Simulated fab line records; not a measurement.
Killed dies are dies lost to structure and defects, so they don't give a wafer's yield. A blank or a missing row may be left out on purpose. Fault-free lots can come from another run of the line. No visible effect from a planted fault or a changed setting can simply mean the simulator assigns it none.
fab line records    flow n5Finfet
record lots=7  wafers=39
route steps=1938 shown DUMMY_GATE@228 HKMG_FIN@386
startH: the number of hours between the record's first day and the start of the first shown wafer of the lot    waitH: time in hours since the lot's previous step    " identical to the entry in the row above    L1.1+2: several wafers, shown together as one row    - no value, or no start was given    * or withheld: withheld    < > ~ a bound
route shown NAME@n: a module of which the file shows steps, and the number in the route of the first    usual: mean/standard deviation of fault-free wafers    same: alike in all rows    chamber/n: place in a boat    sites: per-site readings    _std_site: standard deviation across them    _edge_site: outer sites' mean less inner sites'    radiusMm: how far each site lies from the wafer's centre    mask NAME#n: copy n    behind: the tool/chamber that last shaped the wafer    hold: what put the lot on hold/how long, in hours/how the hold closed    device: which transistor (n, p or np) failed to switch    end of line: tests of these same wafers at the route's end    a step with no rows: only its recipe    killed: the dies lost at the first sort to structure and to defects; this is not the yield of the wafer    map: per-die view of a wafer (x killed, . not killed, _ where there is no die)
set.NAME: the setting that was run; set.NAME@STEP: the one run at that earlier step    model.NAME: the simulator's own value behind a step, which no gauge read
lots where settings were altered on purpose, with a table for each step and a row for each wafer
## steps
# step N5_DUMMY_GATE_EXPOSE_12
# recipe maskId=GATE  na=0.33  sourceShape=annular  sigmaInner=0.2  sigmaOuter=0.6  polarization=unpolarized  targetCdNm=25  doseMj=34
lot.wafer         tool           chamber  startH  waitH  mask    set.doseMj
L074.1+2+3        euvScanner-02  0        51.57   -      GATE#0  34
L076.1+3+4        euvScanner-01  0        59.51   -      GATE#0  34
L076.2+5+6        "              0        "       "      GATE#0  35.75
L077.1+4+6        euvScanner-02  0        64.61   -      GATE#0  35.01
L077.2+3+5        "              0        "       "      GATE#0  34
L087.1+2+3+4+5+6  euvScanner-02  0        129.90  -      GATE#0  34
L088.1+2+3+4+5+6  euvScanner-02  0        142.82  -      GATE#0  34
L092.1+4+6        euvScanner-02  0        158.72  -      GATE#0  34
L092.2+3+5        "              0        "       "      GATE#0  36.19
L096.1+5+6        euvScanner-02  0        176.86  -      GATE#0  36.15
L096.2+3+4        "              0        "       "      GATE#0  34
# step N5_DUMMY_GATE_PEB_13
# recipe pebTempC=100  pebTimeS=60  resist=CAR-EUV
# step N5_DUMMY_GATE_DEVELOP_14
# recipe developTimeS=30  developer=TMAH  resist=CAR-EUV  rinseLiquid=surfactantRinse  dry=airSpin  devTempC=23
# step N5_DUMMY_GATE_CD_MEAS_15
# recipe targetCdNm=25.8  landingEnergyEv=500  detector=seInlens
# usual cdNm=24.95/0.25
lot.wafer  tool      chamber  startH  waitH  set.doseMj@DUMMY_GATE_EXPOSE_12  cdNm
L074.1     cdSem-03  0        51.70   -      34                               25.14
L074.2     "         0        "       "      34                               25.13
L074.3     "         0        "       "      34                               25.02
L076.1     cdSem-02  0        59.63   -      34                               24.86
L076.2     "         0        "       "      35.75                            23.69
L076.3     "         0        "       "      34                               24.85
L076.4     "         0        "       "      34                               25.03
L076.5     "         0        "       "      35.75                            24.02
L076.6     "         0        "       "      35.75                            24.20
L077.1     cdSem-02  0        64.74   -      35.01                            24.35
L077.2     "         0        "       "      34                               24.98
L077.3     "         0        "       "      34                               24.85
L077.4     "         0        "       "      35.01                            24.55
L077.5     "         0        "       "      34                               25.25
L077.6     "         0        "       "      35.01                            24.40
L087.1     cdSem-02  0        130.02  -      34                               25.23
L087.2     "         0        "       "      34                               25.45
L087.3     "         0        "       "      34                               25.15
L087.4     "         0        "       "      34                               25.11
L087.5     "         0        "       "      34                               25.13
L087.6     "         0        "       "      34                               25.17
L088.1     cdSem-01  0        142.95  -      34                               25.21
L088.2     "         0        "       "      34                               25.06
L088.3     "         0        "       "      34                               25.24
L088.4     "         0        "       "      34                               24.79
L088.5     "         0        "       "      34                               25.06
L088.6     "         0        "       "      34                               25.04
L092.1     cdSem-01  0        158.84  -      34                               24.67
L092.2     "         0        "       "      36.19                            23.74
L092.3     "         0        "       "      36.19                            23.25
L092.4     "         0        "       "      34                               24.81
L092.5     "         0        "       "      36.19                            23.29
L092.6     "         0        "       "      34                               24.86
L096.1     cdSem-03  0        176.99  -      36.15                            23.64
L096.2     "         0        "       "      34                               24.80
L096.3     "         0        "       "      34                               25.32
L096.4     "         0        "       "      34                               24.98
L096.5     "         0        "       "      36.15                            23.47
L096.6     "         0        "       "      36.15                            23.63
# step N5_DUMMY_GATE_ETCH_37
# recipe chemistry=N2/H2  target=SOC  targetDepthA=600  overetchA=300  tempC=40  ionEnergyEv=200  pressureMtorr=30  sourceW=840  biasW=150  n2FlowSccm=200  h2FlowSccm=200
# usual rfVppV=524.7/1.8
lot.wafer  tool        chamber  startH  waitH  set.sourceW  rfVppV  model.SiARC_of_DUMMY_GATE_COAT_35.thkNm
L074.1     rieDiel-02  3        51.97   0.0    840          523.5   5.2
L074.2     "           2        "       "      840          526.8   5.2
L074.3     "           1        "       "      840          524.7   5.2
L076.1     rieDiel-02  3        60.08   0.0    840          523.4   5.2
L076.2     "           2        "       "      918.8        510.8   4.8
L076.3     "           1        "       "      840          523.7   5.2
L076.4     "           1        "       "      918.8        507.8   4.8
L076.5     "           3        "       "      840          523.4   5.2
L076.6     "           2        "       "      918.8        509.5   4.8
L077.1     rieDiel-02  1        65.10   0.0    963.2        499.7   4.8
L077.2     "           3        "       "      963.2        501.6   4.8
L077.3     "           0        "       "      840          526.8   5.2
L077.4     "           2        "       "      963.2        502.5   4.8
L077.5     "           2        "       "      840          526.6   5
L077.6     "           3        "       "      840          524.5   5.2
L087.1     rieDiel-02  0        130.54  0.0    897.4        514.0   5
L087.2     "           2        "       "      897.4        514.5   5
L087.3     "           1        "       "      897.4        512.5   5
L087.4     "           3        "       "      840          521.8   5.2
L087.5     "           3        "       "      840          523.7   5.2
L087.6     "           2        "       "      840          525.2   5.2
L088.1     rieDiel-01  2        143.23  0.0    840          523.4   5
L088.2     "           0        "       "      718.1        554.1   5.4
L088.3     "           1        "       "      718.1        555.6   5.6
L088.4     "           0        "       "      840          523.9   4.8
L088.5     "           1        "       "      718.1        554.4   5.6
L088.6     "           2        "       "      840          524.0   4.8
L092.1     rieDiel-02  0        159.26  0.0    840          524.9   5
L092.2     "           3        "       "      840          523.0   5.2
L092.3     "           1        "       "      840          523.1   5.2
L092.4     "           2        "       "      840          525.4   5
L092.5     "           2        "       "      840          525.5   5.2
L092.6     "           3        "       "      840          521.9   5.2
L096.1     rieDiel-01  1        177.26  0.0    930          510.4   4.8
L096.2     "           3        "       "      840          522.4   5
L096.3     "           0        "       "      840          525.9   4.8
L096.4     "           2        "       "      930          506.5   4.6
L096.5     "           0        "       "      840          524.4   5
L096.6     "           3        "       "      930          505.7   4.8
# step N5_DUMMY_GATE_ETCH_42
# recipe chemistry=CHF3/O2  target=SiO2  targetDepthA=35  timeS=31  ionEnergyEv=30  biasW=12  pressureMtorr=30  sourceW=600  Ar_flow_sccm=200  CHF3_flow_sccm=50  O2_flow_sccm=5
# usual rfVppV=42.6/1.1
lot.wafer  tool        chamber  startH  waitH  set.biasW  rfVppV
L074.1     rieDiel-01  3        52.75   0.0    12         41.8
L074.2     "           1        "       "      12         44.2
L074.3     "           2        "       "      12         43.2
L076.1     rieDiel-06  3        60.86   0.0    12         43.6
L076.2     "           1        "       "      12         41.7
L076.3     "           2        "       "      9.815      35.4
L076.4     "           0        "       "      9.815      37.2
L076.5     "           0        "       "      12         44.3
L076.6     "           1        "       "      9.815      37.2
L077.1     rieDiel-01  3        65.87   0.0    12         42.3
L077.2     "           0        "       "      12         41.7
L077.3     "           2        "       "      12         44.1
L077.4     "           1        "       "      10         35.8
L077.5     "           2        "       "      10         37.9
L077.6     "           1        "       "      10         38.6
L087.1     rieDiel-01  2        131.51  0.2    10.92      41.0
L087.2     "           1        "       "      10.92      38.4
L087.3     "           0        "       "      12         41.2
L087.4     "           3        "       "      12         42.0
L087.5     "           0        "       "      10.92      40.7
L087.6     "           3        "       "      12         43.0
L088.1     rieDiel-06  3        144.07  0.1    12         41.8
L088.2     "           0        "       "      12         43.5
L088.3     "           1        "       "      12         41.8
L088.4     "           0        "       "      12         44.1
L088.5     "           1        "       "      12         42.8
L088.6     "           3        "       "      12         41.5
L092.1     rieDiel-06  1        160.03  0.0    10.22      38.8
L092.2     "           0        "       "      10.22      39.9
L092.3     "           3        "       "      12         41.8
L092.4     "           2        "       "      12         42.1
L092.5     "           0        "       "      12         44.4
L092.6     "           3        "       "      10.22      36.7
L096.1     rieDiel-01  1        178.39  0.4    12         44.5
L096.2     "           3        "       "      10.77      38.7
L096.3     "           2        "       "      10.77      40.5
L096.4     "           0        "       "      12         41.4
L096.5     "           2        "       "      12         44.0
L096.6     "           1        "       "      10.77      40.3
# step N5_HKMG_FIN_HK_ALD_01
# recipe material=HfO2  targetThkA=16  tempC=withheld  aldPrecursorFamily=HfCl4  aldCoReactant=H2O  pulseTimeS=3  purgeTimeS=3  coReactantPurgeTimeS=2.5  coReactantPulseTimeS=0.3  aldCycles=30
lot.wafer         tool      chamber      startH  waitH  set.aldCycles
L074.1+2+3        aldHk-03  1,0,2        79.34   0.0    30
L076.1+4+5        aldHk-02  1,0,0        84.65   0.0    30
L076.2+3+6        "         2,3,1        "       "      33
L077.1+2+3+4+5+6  aldHk-03  2,0,1,3,1,2  97.61   0.0    30
L087.1+2+3+4+5+6  aldHk-02  0,1,3,2,1,2  153.46  0.0    30
L088.1+4+5        aldHk-02  0,3,2        168.75  0.0    30
L088.2+3+6        "         1,2,3        "       "      26
L092.1+2+3+4+5+6  aldHk-02  2,0,1,3,3,2  183.16  0.0    30
L096.1+2+4        aldHk-02  2,1,3        203.14  0.1    32
L096.3+5+6        "         0,0,3        "       "      30
# step N5_HKMG_FIN_HK_ANNEAL_02
# recipe tempC=700  timeS=30  ambient=N2  idleTempC=600  rampUpCPerS=150  rampDownCPerS=60  coolToC=600
# step N5_HKMG_FIN_ALD_74
# recipe material=La2O3  targetThkA=5  tempC=250  aldPrecursorFamily=La-Cp  aldCoReactant=O3  pulseTimeS=6  coReactantPulseTimeS=1  purgeTimeS=3  coReactantPurgeTimeS=3
# step N5_HKMG_FIN_WET_ETCH_82
# recipe chemistry=dHCl  mix=1:10000  tempC=25  target=La2O3  stopOn=HfO2  targetDepthNm=2  dry=ipaMarangoni  rinseTimeS=30  rinseTempC=23
# step N5_HKMG_FIN_ALD_36
# recipe material=TiN  targetThkA=10  tempC=400  aldPrecursorFamily=TiCl4  aldCoReactant=NH3  pulseTimeS=1  purgeTimeS=3  coReactantPurgeTimeS=2  coReactantPulseTimeS=2  aldCycles=47  pressureTorr=3
# step N5_HKMG_FIN_THK_MEAS_70
# recipe thkMeasGauge=xrf  reads=HfO2_of_HKMG_FIN_HK_ALD_01
# usual HK_THK=1.579/0.015
lot.wafer  tool          chamber  startH  waitH  set.aldCycles@HKMG_FIN_HK_ALD_01  HK_THK[nm]
L074.1     filmMetro-01  -        82.84   0.2    30                                1.566
L074.2     "             -        "       "      30                                1.595
L074.3     "             -        "       "      30                                1.567
L076.1     filmMetro-01  -        88.09   0.2    30                                1.579
L076.2     "             -        "       "      33                                1.730
L076.3     "             -        "       "      33                                1.731
L076.4     "             -        "       "      30                                1.579
L076.5     "             -        "       "      30                                1.573
L076.6     "             -        "       "      33                                1.744
L077.1     filmMetro-01  -        100.92  0.2    30                                1.583
L077.2     "             -        "       "      30                                1.577
L077.3     "             -        "       "      30                                1.583
L077.4     "             -        "       "      30                                1.572
L077.5     "             -        "       "      30                                1.586
L077.6     "             -        "       "      30                                1.568
L087.1     filmMetro-02  -        157.22  0.2    30                                1.589
L087.2     "             -        "       "      30                                1.604
L087.3     "             -        "       "      30                                1.566
L087.4     "             -        "       "      30                                1.604
L087.5     "             -        "       "      30                                1.567
L087.6     "             -        "       "      30                                1.581
L088.1     filmMetro-02  -        172.41  0.2    30                                1.573
L088.2     "             -        "       "      26                                1.372
L088.3     "             -        "       "      26                                1.384
L088.4     "             -        "       "      30                                1.578
L088.5     "             -        "       "      30                                1.599
L088.6     "             -        "       "      26                                1.353
L092.1     filmMetro-01  -        186.94  0.2    30                                1.564
L092.2     "             -        "       "      30                                1.576
L092.3     "             -        "       "      30                                1.580
L092.4     "             -        "       "      30                                1.578
L092.5     "             -        "       "      30                                1.566
L092.6     "             -        "       "      30                                1.572
L096.1     filmMetro-01  -        207.11  0.2    32                                1.685
L096.2     "             -        "       "      32                                1.691
L096.3     "             -        "       "      30                                1.557
L096.4     "             -        "       "      32                                1.691
L096.5     "             -        "       "      30                                1.565
L096.6     "             -        "       "      30                                1.585
## key
split step=N5_DUMMY_GATE_EXPOSE_12  setting=doseMj  stated=34  by=wafer
response step=N5_DUMMY_GATE_CD_MEAS_15  reading=cdNm  change=-0.21  per=1%  r=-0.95
split step=N5_DUMMY_GATE_ETCH_37  setting=sourceW  stated=840  by=wafer
response step=N5_DUMMY_GATE_ETCH_37  reading=rfVppV  change=-1.76  per=1%  r=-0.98
response step=N5_DUMMY_GATE_ETCH_37  reading=model.SiARC_of_DUMMY_GATE_COAT_35.thkNm  change=-0.0323  per=1%  r=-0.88
split step=N5_DUMMY_GATE_ETCH_42  setting=biasW  stated=12  by=wafer
response step=N5_DUMMY_GATE_ETCH_42  reading=rfVppV  change=+0.321  per=1%  r=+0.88
split step=N5_HKMG_FIN_HK_ALD_01  setting=aldCycles  stated=30  by=wafer
response step=N5_HKMG_FIN_THK_MEAS_70  reading=HK_THK  change=+0.0162  per=1%  r=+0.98
